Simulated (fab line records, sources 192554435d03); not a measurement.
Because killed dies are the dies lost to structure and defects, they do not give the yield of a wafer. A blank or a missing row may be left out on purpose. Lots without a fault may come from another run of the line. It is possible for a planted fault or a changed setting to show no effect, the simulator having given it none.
fab line records | flow n5-finfet | part 1 of 2: steps 1 to 24 of 36
record: lots: 5 | wafers: 15 | last-day: 17
route steps=1938 shown BEOL_M7@1329 BEOL_M8@1332
lots with no fault: from the same line, run without faults
start-h: hours from the record's opening day to when the first of the lot's shown wafers began | wait-h: hours from the lot's prior step to this one | " the same as in the row above | L1.1+2: several wafers, shown together as one row | - no value, or no start given | * or withheld: withheld | < > ~ a bound
route shown NAME@n: NAME is a module with steps in the file, n the number in the route of the first one | usual: average and standard deviation across the fault-free wafers | same: alike in all rows | chamber/n: place in a boat | sites: per-site readings | _std_site: standard deviation across them | _edge_site: inner sites' mean taken away from outer sites' mean | radius-mm: for every site, how far away it sits from the centre of the wafer | mask NAME#n: copy n | behind: the tool/chamber that last shaped the wafer | hold: reason for holding the lot/hours on hold/outcome of the hold | device: the transistor (n, p or np) that didn't switch | end of line: tests run on the same wafers once the route is complete | where a step has no rows: the recipe by itself | killed: count of dies lost to structure and defects at first sort (not the wafer's yield) | map: a wafer's dies, x killed, . not, _ none there
set.NAME: the setting that was run; set.NAME@STEP: the one run at that earlier step | model.NAME: the simulator's own value behind a step, which no gauge read
lots seen at some steps along the route; tables by step, rows by wafer
services: when a tool's chamber went out of use (start-h, in hours from the record's first day, below 0 if earlier), for how many hours, and the reason
== steps ==
step: N5_BEOL_M7_DEP_56
recipe: material: SiCN | target-thk-a: 100 | temp-c: withheld | precursor: 3MS/NH3 | pressure-torr: 3 | rf-w: 202 | time-s: 17.5
usual: showerhead-plenum-p-Torr: 3.670/0.018 | throttle-valve-pct: 9.09/0.28
lot.wafer | tool     | chamber | start-h | wait-h | showerhead-plenum-p-Torr | throttle-valve-pct
L080.1    | pecvd-03 | 0       | 238.28  | 0.0    | 3.651                    | 9.14
L080.3    | "        | 1       | "       | "      | 3.670                    | 9.35
L080.6    | "        | 1       | "       | "      | 3.665                    | 9.58
L081.1    | pecvd-03 | 1       | 242.91  | 0.0    | 3.667                    | 9.44
L081.4    | "        | 2       | "       | "      | 3.655                    | 8.76
L081.6    | "        | 0       | "       | "      | 3.647                    | 9.46
L082.2    | pecvd-04 | 1       | 247.87  | 0.0    | 3.680                    | 8.92
L082.3    | "        | 2       | "       | "      | 3.714                    | 9.17
L082.5    | "        | 1       | "       | "      | 3.667                    | 9.16
L091.2    | pecvd-04 | 0       | 313.32  | 0.0    | 3.675                    | 9.12
L091.3    | "        | 1       | "       | "      | 3.680                    | 8.92
L091.4    | "        | 1       | "       | "      | 3.668                    | 8.86
L092.2    | pecvd-03 | 2       | 337.59  | 0.0    | 3.664                    | 8.64
L092.5    | "        | 0       | "       | "      | 3.659                    | 9.36
L092.6    | "        | 2       | "       | "      | 3.666                    | 8.66
step: N5_BEOL_M7_RS_MEAS_57
recipe: thk-meas-gauge: four-point-probe | reads: Cu_of_BEOL_M7_ECD_50+Co_of_BEOL_M7_CVD_78+TaN_of_BEOL_M7_ALD_77
usual: M7_RS: 0.285/0.0078
lot.wafer | tool          | chamber | start-h | wait-h | M7_RS[ohm/sq]
L080.1    | film-metro-01 | -       | 238.35  | 0.1    | 0.308
L080.3    | "             | -       | "       | "      | 0.282
L080.6    | "             | -       | "       | "      | 0.310
L081.1    | film-metro-01 | -       | 242.98  | 0.1    | 0.284
L081.4    | "             | -       | "       | "      | 0.288
L081.6    | "             | -       | "       | "      | 0.279
L082.2    | film-metro-01 | -       | 247.94  | 0.1    | 0.283
L082.3    | "             | -       | "       | "      | 0.290
L082.5    | "             | -       | "       | "      | 0.294
L091.2    | film-metro-01 | -       | 313.39  | 0.1    | 0.278
L091.3    | "             | -       | "       | "      | 0.275
L091.4    | "             | -       | "       | "      | 0.284
L092.2    | film-metro-01 | -       | 337.66  | 0.1    | 0.294
L092.5    | "             | -       | "       | "      | 0.270
L092.6    | "             | -       | "       | "      | 0.294
step: N5_BEOL_M7_INSPECT_58
recipe: inspect-instrument: darkfield | mode: post-dep
usual: raw-defect-count: 72/23
lot.wafer | tool              | chamber | start-h | wait-h | raw-defect-count
L080.1    | defect-inspect-01 | -       | 238.38  | 0.0    | 105
L080.3    | "                 | -       | "       | "      | 92
L080.6    | "                 | -       | "       | "      | 77
L081.1    | defect-inspect-02 | -       | 243.01  | 0.0    | 55
L081.4    | "                 | -       | "       | "      | 67
L081.6    | "                 | -       | "       | "      | 67
L082.2    | defect-inspect-02 | -       | 247.96  | 0.0    | 92
L082.3    | "                 | -       | "       | "      | 97
L082.5    | "                 | -       | "       | "      | 69
L091.2    | defect-inspect-02 | -       | 313.41  | 0.0    | 50
L091.3    | "                 | -       | "       | "      | 36
L091.4    | "                 | -       | "       | "      | 55
L092.2    | defect-inspect-02 | -       | 337.69  | 0.0    | 56
L092.5    | "                 | -       | "       | "      | 65
L092.6    | "                 | -       | "       | "      | 68
step: N5_BEOL_M8_ILD_DEP_00
recipe: material: SiCOH_lowk | target-thk-a: 1797.5 | temp-c: 300 | precursor: DEMS/porogen | pressure-torr: 5 | rf-w: 500 | time-s: 33.4
usual: heater-power-w: 324/76 | showerhead-plenum-p-Torr: 5.751/0.02 | throttle-valve-pct: 13.7/0.44
lot.wafer | tool     | chamber | start-h | wait-h | heater-power-w | showerhead-plenum-p-Torr | throttle-valve-pct
L080.1    | pecvd-02 | 1       | 238.42  | 0.0    | 279            | 5.768                    | 14.5
L080.3    | "        | 0       | "       | "      | 244            | 5.755                    | 14.2
L080.6    | "        | 1       | "       | "      | 294            | 5.759                    | 14.5
L081.1    | pecvd-04 | 0       | 243.04  | 0.0    | 301            | 5.753                    | 13.9
L081.4    | "        | 1       | "       | "      | 413            | 5.740                    | 13.6
L081.6    | "        | 2       | "       | "      | 465            | 5.790                    | 13.6
L082.2    | pecvd-04 | 0       | 248.00  | 0.0    | 280            | 5.740                    | 13.9
L082.3    | "        | 2       | "       | "      | 402            | 5.771                    | 13.5
L082.5    | "        | 1       | "       | "      | 421            | 5.744                    | 13.5
L091.2    | pecvd-01 | 1       | 313.45  | 0.0    | 241            | 5.730                    | 13.5
L091.3    | "        | 2       | "       | "      | 269            | 5.756                    | 12.8
L091.4    | "        | 1       | "       | "      | 250            | 5.727                    | 13.4
L092.2    | pecvd-02 | 1       | 337.72  | 0.0    | 271            | 5.748                    | 14.6
L092.5    | "        | 0       | "       | "      | 294            | 5.758                    | 14.2
L092.6    | "        | 2       | "       | "      | 274            | 5.724                    | 13.9
step: N5_BEOL_M8_CURE_74
recipe: temp-c: 385 | time-s: 240 | ambient: He/Ar | material: SiCOH_lowk
usual: lamp-power-pct: 52.31/0.054 | wafer_temp_C_max: 387.3/0.7
lot.wafer | tool       | chamber | start-h | wait-h | lamp-power-pct | wafer_temp_C_max
L080.1    | uv-cure-01 | 1       | 238.48  | 0.0    | 52.32          | 387.4
L080.3    | "          | 1       | "       | "      | 52.29          | 387.9
L080.6    | "          | 1       | "       | "      | 52.33          | 387.1
L081.1    | uv-cure-01 | 2       | 243.11  | 0.0    | 52.31          | 387.0
L081.4    | "          | 2       | "       | "      | 52.30          | 388.5
L081.6    | "          | 2       | "       | "      | 52.36          | 387.1
L082.2    | uv-cure-01 | 1       | 248.14  | 0.1    | 52.28          | 387.2
L082.3    | "          | 1       | "       | "      | 52.32          | 386.8
L082.5    | "          | 1       | "       | "      | 52.32          | 386.5
L091.2    | uv-cure-01 | 1       | 314.44  | 1.0    | 52.22          | 386.8
L091.3    | "          | 1       | "       | "      | 52.28          | 386.7
L091.4    | "          | 1       | "       | "      | 52.33          | 386.9
L092.2    | uv-cure-03 | 1       | 338.11  | 0.4    | 52.34          | 388.5
L092.5    | "          | 1       | "       | "      | 52.28          | 387.7
L092.6    | "          | 1       | "       | "      | 52.24          | 388.4
step: N5_BEOL_M8_THK_MEAS_01
recipe: reads: SiCOH_lowk_of_BEOL_M8_ILD_DEP_00
usual: M8_ILD_THK: 155.1/2.2
lot.wafer | tool          | chamber | start-h | wait-h | M8_ILD_THK[nm]
L080.1    | film-metro-01 | -       | 238.99  | 0.4    | 152.6
L080.3    | "             | -       | "       | "      | 154.8
L080.6    | "             | -       | "       | "      | 155.9
L081.1    | film-metro-01 | -       | 243.62  | 0.4    | 154.0
L081.4    | "             | -       | "       | "      | 156.6
L081.6    | "             | -       | "       | "      | 157.0
L082.2    | film-metro-01 | -       | 248.58  | 0.4    | 153.8
L082.3    | "             | -       | "       | "      | 154.2
L082.5    | "             | -       | "       | "      | 157.4
L091.2    | film-metro-02 | -       | 314.88  | 0.4    | 153.3
L091.3    | "             | -       | "       | "      | 151.6
L091.4    | "             | -       | "       | "      | 155.9
L092.2    | film-metro-01 | -       | 339.74  | 1.3    | 155.0
L092.5    | "             | -       | "       | "      | 154.3
L092.6    | "             | -       | "       | "      | 154.1
step: N5_BEOL_M8_PECVD_70
recipe: material: SiO2 | target-thk-a: 200 | temp-c: 400 | precursor: TEOS/O2 | pressure-torr: 5.5 | rf-w: 450 | teos-flow-sccm: 53.8 | gas: O2 | flow-sccm: 3000 | time-s: 22.7
usual: heater-power-w: 755/130 | showerhead-plenum-p-Torr: 8.84/0.085 | throttle-valve-pct: 22.2/0.69
lot.wafer | tool     | chamber | start-h | wait-h | heater-power-w | showerhead-plenum-p-Torr | throttle-valve-pct
L080.1    | pecvd-01 | 2       | 239.03  | 0.0    | 635            | 8.81                     | 20.5
L080.3    | "        | 0       | "       | "      | 881            | 8.86                     | 22.2
L080.6    | "        | 2       | "       | "      | 646            | 8.80                     | 20.8
L081.1    | pecvd-04 | 1       | 243.66  | 0.0    | 886            | 8.81                     | 22.0
L081.4    | "        | 1       | "       | "      | 889            | 8.80                     | 22.1
L081.6    | "        | 0       | "       | "      | 779            | 8.87                     | 22.6
L082.2    | pecvd-04 | 1       | 248.61  | 0.0    | 843            | 8.79                     | 21.8
L082.3    | "        | 2       | "       | "      | 926            | 8.97                     | 21.8
L082.5    | "        | 2       | "       | "      | 932            | 8.98                     | 21.9
L091.2    | pecvd-02 | 1       | 314.91  | 0.0    | 672            | 8.88                     | 23.7
L091.3    | "        | 0       | "       | "      | 679            | 8.86                     | 23.0
L091.4    | "        | 1       | "       | "      | 674            | 8.87                     | 23.5
L092.2    | pecvd-04 | 1       | 339.78  | 0.0    | 900            | 8.80                     | 22.1
L092.5    | "        | 2       | "       | "      | 973            | 8.96                     | 21.8
L092.6    | "        | 1       | "       | "      | 906            | 8.78                     | 21.9
step: N5_BEOL_M8_HM_DEP_02
recipe: material: TiN | target-thk-a: 200 | temp-c: 25 | chamber-pressure-pa: 0.49996
usual: throttle-valve-pct: 29.8/0.84
lot.wafer | tool           | chamber | start-h | wait-h | throttle-valve-pct
L080.1    | pvd-sputter-01 | -       | 239.84  | 0.8    | 30.3
L080.3    | "              | -       | "       | "      | 28.7
L080.6    | "              | -       | "       | "      | 29.3
L081.1    | pvd-sputter-02 | -       | 245.24  | 1.6    | 30.7
L081.4    | "              | -       | "       | "      | 30.7
L081.6    | "              | -       | "       | "      | 29.1
L082.2    | pvd-sputter-02 | -       | 249.68  | 1.1    | 30.6
L082.3    | "              | -       | "       | "      | 30.7
L082.5    | "              | -       | "       | "      | 30.5
L091.2    | pvd-sputter-03 | -       | 315.27  | 0.3    | 29.3
L091.3    | "              | -       | "       | "      | 30.0
L091.4    | "              | -       | "       | "      | 29.5
L092.2    | pvd-sputter-01 | -       | 342.18  | 2.4    | 29.7
L092.5    | "              | -       | "       | "      | 30.4
L092.6    | "              | -       | "       | "      | 31.0
step: N5_BEOL_M8_COAT_59
recipe: resist: SOC | temp-c: 250 | time-s: 60 | spin-rpm: 1500 | resist-thk-nm: 100
lot.wafer  | tool           | chamber | start-h | wait-h
L080.1+3+6 | litho-track-02 | 0       | 239.97  | 0.1
L081.1+4+6 | litho-track-01 | 0       | 245.37  | 0.1
L082.2+3+5 | litho-track-04 | 0       | 249.81  | 0.1
L091.2+3+4 | litho-track-04 | 0       | 315.39  | 0.1
L092.2+5+6 | litho-track-02 | 0       | 342.31  | 0.1
step: N5_BEOL_M8_COAT_60
recipe: resist: SiARC | temp-c: 220 | time-s: 60 | spin-rpm: 1500 | resist-thk-nm: 35
lot.wafer  | tool           | chamber | start-h | wait-h
L080.1+3+6 | litho-track-02 | 0       | -       | -
L081.1+4+6 | litho-track-01 | 0       | -       | -
L082.2+3+5 | litho-track-04 | 0       | -       | -
L091.2+3+4 | litho-track-04 | 0       | -       | -
L092.2+5+6 | litho-track-02 | 0       | -       | -
step: N5_BEOL_M8_COAT_05
recipe: resist: CAR-ArF | spin-rpm: 1500 | resist-thk-nm: 90
lot.wafer  | tool           | chamber | start-h | wait-h
L080.1+3+6 | litho-track-02 | 0       | -       | -
L081.1+4+6 | litho-track-01 | 0       | -       | -
L082.2+3+5 | litho-track-04 | 0       | -       | -
L091.2+3+4 | litho-track-04 | 0       | -       | -
L092.2+5+6 | litho-track-02 | 0       | -       | -
step: N5_BEOL_M8_EBR_07
recipe: solvent: PGMEA | ebr-width-mm: 1.5
lot.wafer  | tool           | chamber | start-h | wait-h
L080.1+3+6 | litho-track-02 | 0       | -       | -
L081.1+4+6 | litho-track-01 | 0       | -       | -
L082.2+3+5 | litho-track-04 | 0       | -       | -
L091.2+3+4 | litho-track-04 | 0       | -       | -
L092.2+5+6 | litho-track-02 | 0       | -       | -
step: N5_BEOL_M8_SOFTBAKE_06
recipe: temp-c: 110 | time-s: 60 | resist: CAR-ArF
lot.wafer  | tool           | chamber | start-h | wait-h
L080.1+3+6 | litho-track-02 | 0       | -       | -
L081.1+4+6 | litho-track-01 | 0       | -       | -
L082.2+3+5 | litho-track-04 | 0       | -       | -
L091.2+3+4 | litho-track-04 | 0       | -       | -
L092.2+5+6 | litho-track-02 | 0       | -       | -
step: N5_BEOL_M8_EXPOSE_08
recipe: mask-id: M8 | na: 1.35 | source-shape: dipole | sigma-inner: 0.817 | sigma-outer: 0.97 | polarization: te | dose-mj: 68.25
usual: focus-offset-nm: 0.0/0.58
same: na: 1.35
lot.wafer | tool            | chamber | start-h | wait-h | mask | focus-offset-nm
L080.1    | arfi-scanner-03 | 0       | 240.21  | -      | M8#0 | -0.6
L080.3    | "               | 0       | "       | "      | M8#0 | -1.0
L080.6    | "               | 0       | "       | "      | M8#0 | -0.4
L081.1    | arfi-scanner-03 | 0       | 245.61  | -      | M8#0 | 0.2
L081.4    | "               | 0       | "       | "      | M8#0 | 0.1
L081.6    | "               | 0       | "       | "      | M8#0 | 1.0
L082.2    | arfi-scanner-01 | 0       | 250.06  | -      | M8#0 | 0.3
L082.3    | "               | 0       | "       | "      | M8#0 | -0.3
L082.5    | "               | 0       | "       | "      | M8#0 | 0.2
L091.2    | arfi-scanner-03 | 0       | 315.52  | -      | M8#0 | -1.2
L091.3    | "               | 0       | "       | "      | M8#0 | -0.1
L091.4    | "               | 0       | "       | "      | M8#0 | -0.9
L092.2    | arfi-scanner-03 | 0       | 342.56  | -      | M8#0 | -0.3
L092.5    | "               | 0       | "       | "      | M8#0 | 0.3
L092.6    | "               | 0       | "       | "      | M8#0 | 0.3
step: N5_BEOL_M8_PEB_09
recipe: peb-temp-c: withheld | peb-time-s: 60 | resist: CAR-ArF
lot.wafer  | tool           | chamber | start-h | wait-h
L080.1+3+6 | litho-track-04 | 0       | 240.27  | 0.1
L081.1+4+6 | litho-track-01 | 0       | 245.67  | 0.1
L082.2+3+5 | litho-track-01 | 0       | 250.12  | 0.0
L091.2+3+4 | litho-track-02 | 0       | 315.57  | 0.0
L092.2+5+6 | litho-track-02 | 0       | 342.61  | 0.0
step: N5_BEOL_M8_DEVELOP_10
recipe: develop-time-s: 30 | developer: TMAH | resist: CAR-ArF | rinse-liquid: diw | dry: air-spin | dev-temp-c: 23
lot.wafer  | tool           | chamber | start-h | wait-h
L080.1+3+6 | litho-track-04 | 0       | -       | -
L081.1+4+6 | litho-track-01 | 0       | -       | -
L082.2+3+5 | litho-track-01 | 0       | -       | -
L091.2+3+4 | litho-track-02 | 0       | -       | -
L092.2+5+6 | litho-track-02 | 0       | -       | -
step: N5_BEOL_M8_CD_MEAS_11
recipe: target-cd-nm: 38.5 | landing-energy-ev: 500 | detector: se-inlens | polarity: opening
usual: cd-nm: 38.8/0.55
lot.wafer | tool      | chamber | start-h | wait-h | cd-nm
L080.1    | cd-sem-02 | 0       | 240.34  | -      | 39.2
L080.3    | "         | 0       | "       | "      | 39.0
L080.6    | "         | 0       | "       | "      | 38.9
L081.1    | cd-sem-02 | 0       | 245.74  | -      | 38.4
L081.4    | "         | 0       | "       | "      | 39.7
L081.6    | "         | 0       | "       | "      | 39.6
L082.2    | cd-sem-03 | 0       | 250.18  | -      | 39.5
L082.3    | "         | 0       | "       | "      | 38.0
L082.5    | "         | 0       | "       | "      | 38.5
L091.2    | cd-sem-01 | 0       | 315.64  | -      | 38.1
L091.3    | "         | 0       | "       | "      | 38.5
L091.4    | "         | 0       | "       | "      | 38.4
L092.2    | cd-sem-03 | 0       | 342.68  | -      | 38.0
L092.5    | "         | 0       | "       | "      | 38.0
L092.6    | "         | 0       | "       | "      | 38.7
step: N5_BEOL_M8_OVL_MEAS_12
recipe: points-per-wafer: 44
usual: M8_OVL: -0.1/0.85
same: points-per-wafer: 44
lot.wafer | tool       | chamber | start-h | wait-h | M8_OVL[nm]
L080.1    | overlay-01 | 0       | 240.37  | 0.0    | 0.8
L080.3    | "          | 0       | "       | "      | 1.1
L080.6    | "          | 0       | "       | "      | 0.8
L081.1    | overlay-02 | 0       | 245.77  | 0.0    | -0.5
L081.4    | "          | 0       | "       | "      | 0.2
L081.6    | "          | 0       | "       | "      | -0.5
L082.2    | overlay-01 | 0       | 250.21  | 0.0    | 1.2
L082.3    | "          | 0       | "       | "      | 0.8
L082.5    | "          | 0       | "       | "      | 0.6
L091.2    | overlay-01 | 0       | 315.67  | 0.0    | -0.9
L091.3    | "          | 0       | "       | "      | -0.8
L091.4    | "          | 0       | "       | "      | 0.1
L092.2    | overlay-01 | 0       | 342.71  | 0.0    | -1.1
L092.5    | "          | 0       | "       | "      | 0.5
L092.6    | "          | 0       | "       | "      | -0.3
step: N5_BEOL_M8_INSPECT_13
recipe: mode: adi | inspect-instrument: brightfield
usual: raw-defect-count: 415/99
lot.wafer | tool              | chamber | start-h | wait-h | raw-defect-count
L080.1    | defect-inspect-02 | -       | 240.40  | 0.0    | 400
L080.3    | "                 | -       | "       | "      | 603
L080.6    | "                 | -       | "       | "      | 555
L081.1    | defect-inspect-01 | -       | 245.80  | 0.0    | 414
L081.4    | "                 | -       | "       | "      | 365
L081.6    | "                 | -       | "       | "      | 497
L082.2    | defect-inspect-01 | -       | 250.24  | 0.0    | 353
L082.3    | "                 | -       | "       | "      | 370
L082.5    | "                 | -       | "       | "      | 339
L091.2    | defect-inspect-01 | -       | 315.69  | 0.0    | 367
L091.3    | "                 | -       | "       | "      | 417
L091.4    | "                 | -       | "       | "      | 418
L092.2    | defect-inspect-02 | -       | 342.73  | 0.0    | 399
L092.5    | "                 | -       | "       | "      | 434
L092.6    | "                 | -       | "       | "      | 331
step: N5_BEOL_M8_DESCUM_16
recipe: chemistry: O2 | time-s: 7.9 | source-power-w: 50 | bias-power-w: 20 | pressure-mtorr: 20 | rf-frequency-hz: 2.712e+07 | temp-c: 40 | resist: CAR-ArF | o2-flow-sccm: 225
usual: drypump-motor-current-A: 5.4/0.4 | oes-product-au: 0.81/0.07 | rf-vpp-V: 243.8/1.2 | showerhead-plenum-p-Torr: 2.13/0.065 | throttle-valve-pct: 20.41/0.26
lot.wafer | tool        | chamber | start-h | wait-h | drypump-motor-current-A | oes-product-au | rf-hours-counter-h | rf-vpp-V | showerhead-plenum-p-Torr | throttle-valve-pct
L080.1    | rie-diel-02 | 2       | 240.43  | 0.0    | 6.4                     | 0.84           | 72                 | 246.2    | 2.18                     | 20.22
L080.3    | "           | 3       | "       | "      | 5.2                     | 0.72           | 149                | 241.5    | 2.11                     | 20.58
L080.6    | "           | 2       | "       | "      | 6.3                     | 0.83           | -                  | 244.7    | 2.18                     | 20.23
L081.1    | rie-diel-05 | 0       | 245.87  | 0.1    | 5.4                     | 0.84           | 80                 | 242.4    | 2.02                     | 20.50
L081.4    | "           | 2       | "       | "      | 5.2                     | 0.95           | 11                 | 245.4    | 2.15                     | 20.11
L081.6    | "           | 2       | "       | "      | 5.2                     | 0.95           | -                  | 243.6    | 2.15                     | 20.10
L082.2    | rie-diel-01 | 1       | 250.27  | 0.0    | 5.7                     | 0.85           | 55                 | 246.4    | 2.21                     | 20.68
L082.3    | "           | 2       | "       | "      | 5.2                     | 0.78           | 113                | 243.9    | 2.08                     | 19.95
L082.5    | "           | 2       | "       | "      | 5.2                     | 0.78           | -                  | 243.3    | 2.08                     | 19.97
L091.2    | rie-diel-05 | 2       | 315.73  | 0.0    | 5.1                     | 0.90           | 33                 | 243.3    | 2.14                     | 20.14
L091.3    | "           | 3       | "       | "      | 5.1                     | 0.79           | 127                | 241.9    | 2.11                     | 20.65
L091.4    | "           | 0       | "       | "      | 5.4                     | 0.81           | 101                | 243.2    | 2.01                     | 20.52
L092.2    | rie-diel-02 | 1       | 342.79  | 0.1    | 4.9                     | 0.74           | 154                | 243.4    | 2.20                     | 20.63
L092.5    | "           | 3       | "       | "      | 5.2                     | 0.71           | -                  | 241.6    | 2.10                     | 20.64
L092.6    | "           | 0       | "       | "      | 4.9                     | 0.73           | -                  | 243.1    | 2.07                     | 20.46
step: N5_BEOL_M8_ETCH_61
recipe: chemistry: CF4 | target: SiARC | target-depth-a: 455 | mask-material: CAR-ArF | time-s: 75.8 | ion-energy-ev: 80 | pressure-mtorr: 40 | source-w: 545 | bias-w: 36 | Ar_flow_sccm: 100 | cf4-flow-sccm: 100 | ends: cleared
usual: drypump-motor-current-A: 5.4/0.4 | etch-rf-on-time-s: 76/3.2 | oes-product-au: 0.69/0.06 | rf-vpp-V: 184.5/1.1 | showerhead-plenum-p-Torr: 2.18/0.057 | throttle-valve-pct: 15.57/0.26
lot.wafer | tool        | chamber | start-h | wait-h | drypump-motor-current-A | etch-rf-on-time-s | oes-product-au | rf-hours-counter-h | rf-vpp-V | showerhead-plenum-p-Torr | throttle-valve-pct
L080.1    | rie-diel-02 | 2       | 240.46  | 0.0    | 6.3                     | 77                | 0.70           | 72                 | 185.4    | 2.25                     | 15.55
L080.3    | "           | 3       | "       | "      | 5.2                     | 72                | 0.66           | 149                | 183.2    | 2.15                     | 15.76
L080.6    | "           | 2       | "       | "      | 6.3                     | 76                | 0.70           | -                  | 185.9    | 2.25                     | 15.54
L081.1    | rie-diel-05 | 0       | 245.90  | 0.0    | 5.4                     | 71                | 0.74           | 80                 | 183.8    | 2.08                     | 15.67
L081.4    | "           | 2       | "       | "      | 5.1                     | 77                | 0.80           | 11                 | 184.5    | 2.18                     | 15.17
L081.6    | "           | 2       | "       | "      | 5.1                     | 76                | 0.80           | -                  | 185.3    | 2.18                     | 15.16
L082.2    | rie-diel-01 | 1       | 250.30  | 0.0    | 5.7                     | 78                | 0.71           | 55                 | 184.7    | 2.26                     | 15.80
L082.3    | "           | 2       | "       | "      | 5.2                     | 81                | 0.64           | 113                | 185.0    | 2.15                     | 15.30
L082.5    | "           | 2       | "       | "      | 5.2                     | 81                | 0.64           | -                  | 184.6    | 2.15                     | 15.29
L091.2    | rie-diel-05 | 2       | 315.76  | 0.0    | 5.1                     | 76                | 0.76           | 33                 | 184.5    | 2.17                     | 15.22
L091.3    | "           | 3       | "       | "      | 5.1                     | 77                | 0.66           | 127                | 183.6    | 2.15                     | 15.77
L091.4    | "           | 0       | "       | "      | 5.4                     | 72                | 0.72           | 101                | 183.8    | 2.07                     | 15.71
L092.2    | rie-diel-02 | 1       | 342.82  | 0.0    | 5.0                     | 84                | 0.61           | 154                | 185.0    | 2.24                     | 15.67
L092.5    | "           | 3       | "       | "      | 5.2                     | 73                | 0.62           | -                  | 183.3    | 2.14                     | 15.82
L092.6    | "           | 0       | "       | "      | 4.9                     | 77                | 0.61           | -                  | 183.1    | 2.12                     | 15.62
step: N5_BEOL_M8_ETCH_62
recipe: chemistry: N2/H2 | target: SOC | target-depth-a: 1100 | overetch-a: 220 | mask-material: SiARC | temp-c: 40 | time-s: 165 | ion-energy-ev: 200 | pressure-mtorr: 30 | source-w: 840 | bias-w: 150 | n2-flow-sccm: 200 | h2-flow-sccm: 200
usual: drypump-motor-current-A: 5.4/0.4 | oes-product-au: 0.68/0.055 | rf-vpp-V: 525.2/2.2 | showerhead-plenum-p-Torr: 2.59/0.076 | throttle-valve-pct: 17.8/0.31
lot.wafer | tool        | chamber | start-h | wait-h | drypump-motor-current-A | oes-product-au | rf-hours-counter-h | rf-vpp-V | showerhead-plenum-p-Torr | throttle-valve-pct
L080.1    | rie-diel-02 | 2       | 240.52  | 0.0    | 6.4                     | 0.70           | 72                 | 528.7    | 2.65                     | 17.5
L080.3    | "           | 3       | "       | "      | 5.2                     | 0.63           | 149                | 523.5    | 2.56                     | 18.0
L080.6    | "           | 2       | "       | "      | 6.4                     | 0.70           | -                  | 528.7    | 2.65                     | 17.5
L081.1    | rie-diel-05 | 0       | 245.96  | 0.0    | 5.4                     | 0.72           | 80                 | 521.5    | 2.45                     | 17.9
L081.4    | "           | 2       | "       | "      | 5.2                     | 0.80           | 11                 | 524.0    | 2.62                     | 17.6
L081.6    | "           | 2       | "       | "      | 5.2                     | 0.80           | -                  | 525.3    | 2.62                     | 17.6
L082.2    | rie-diel-01 | 1       | 250.36  | 0.0    | 5.7                     | 0.71           | 55                 | 528.1    | 2.70                     | 18.2
L082.3    | "           | 2       | "       | "      | 5.2                     | 0.66           | 113                | 524.3    | 2.57                     | 17.6
L082.5    | "           | 2       | "       | "      | 5.2                     | 0.66           | -                  | 523.9    | 2.57                     | 17.6
L091.2    | rie-diel-05 | 2       | 315.82  | 0.0    | 5.2                     | 0.76           | 33                 | 525.0    | 2.61                     | 17.6
L091.3    | "           | 3       | "       | "      | 5.1                     | 0.67           | 127                | 523.1    | 2.58                     | 18.3
L091.4    | "           | 0       | "       | "      | 5.4                     | 0.69           | 101                | 521.7    | 2.44                     | 17.9
L092.2    | rie-diel-02 | 1       | 342.88  | 0.0    | 5.0                     | 0.64           | 154                | 526.5    | 2.67                     | 18.0
L092.5    | "           | 3       | "       | "      | 5.2                     | 0.61           | -                  | 522.4    | 2.54                     | 18.1
L092.6    | "           | 0       | "       | "      | 4.8                     | 0.61           | -                  | 523.2    | 2.53                     | 18.0
step: N5_BEOL_M8_STRIP_68
recipe: chemistry: N2/H2 | temp-c: 40 | n2-flow-sccm: 200 | h2-flow-sccm: 200 | rf-frequency-hz: 6e+07
lot.wafer  | tool        | chamber | start-h | wait-h
L080.1+3+6 | rie-diel-02 | 2,3,2   | 240.66  | 0.1
L081.1+4+6 | rie-diel-05 | 0,2,2   | 246.10  | 0.1
L082.2+3+5 | rie-diel-01 | 1,2,2   | 250.50  | 0.1
L091.2+3+4 | rie-diel-05 | 2,3,0   | 315.95  | 0.1
L092.2+5+6 | rie-diel-02 | 1,3,0   | 343.02  | 0.1
step: N5_BEOL_M8_STRIP_67
recipe: chemistry: CF4 | resist: SiARC | power-w: 300 | bias-power-w: 75 | pressure-mtorr: 50 | cf4-flow-sccm: 150 | rf-frequency-hz: 6e+07
usual: drypump-motor-current-A: 5.4/0.4 | oes-product-au: 0.80/0.066 | rf-vpp-V: 271.8/1.4 | showerhead-plenum-p-Torr: 1.82/0.043 | throttle-valve-pct: 13.54/0.26
lot.wafer | tool        | chamber | start-h | wait-h | drypump-motor-current-A | oes-product-au | rf-hours-counter-h | rf-vpp-V | showerhead-plenum-p-Torr | throttle-valve-pct
L080.1    | rie-diel-02 | 2       | 240.67  | 0.0    | 6.4                     | 0.83           | 72                 | 273.1    | 1.87                     | 13.45
L080.3    | "           | 3       | "       | "      | 5.2                     | 0.74           | 149                | 270.8    | 1.80                     | 13.74
L080.6    | "           | 2       | "       | "      | 6.4                     | 0.83           | -                  | 273.5    | 1.87                     | 13.42
L081.1    | rie-diel-05 | 0       | 246.11  | 0.0    | 5.4                     | 0.84           | 80                 | 268.6    | 1.74                     | 13.61
L081.4    | "           | 2       | "       | "      | 5.2                     | 0.94           | 11                 | 273.2    | 1.83                     | 13.13
L081.6    | "           | 2       | "       | "      | 5.1                     | 0.95           | -                  | 270.9    | 1.83                     | 13.13
L082.2    | rie-diel-01 | 1       | 250.51  | 0.0    | 5.7                     | 0.84           | 55                 | 272.7    | 1.89                     | 13.75
L082.3    | "           | 2       | "       | "      | 5.2                     | 0.78           | 113                | 271.1    | 1.80                     | 13.30
L082.5    | "           | 2       | "       | "      | 5.2                     | 0.78           | -                  | 272.3    | 1.80                     | 13.27
L091.2    | rie-diel-05 | 2       | 315.96  | 0.0    | 5.2                     | 0.90           | 33                 | 272.4    | 1.82                     | 13.18
L091.3    | "           | 3       | "       | "      | 5.1                     | 0.79           | 127                | 270.8    | 1.81                     | 13.75
L091.4    | "           | 0       | "       | "      | 5.4                     | 0.82           | 101                | 271.5    | 1.73                     | 13.62
L092.2    | rie-diel-02 | 1       | 343.03  | 0.0    | 5.0                     | 0.75           | 154                | 273.6    | 1.86                     | 13.61
L092.5    | "           | 3       | "       | "      | 5.2                     | 0.71           | -                  | 271.9    | 1.79                     | 13.82
L092.6    | "           | 0       | "       | "      | 4.9                     | 0.72           | -                  | 272.6    | 1.79                     | 13.66
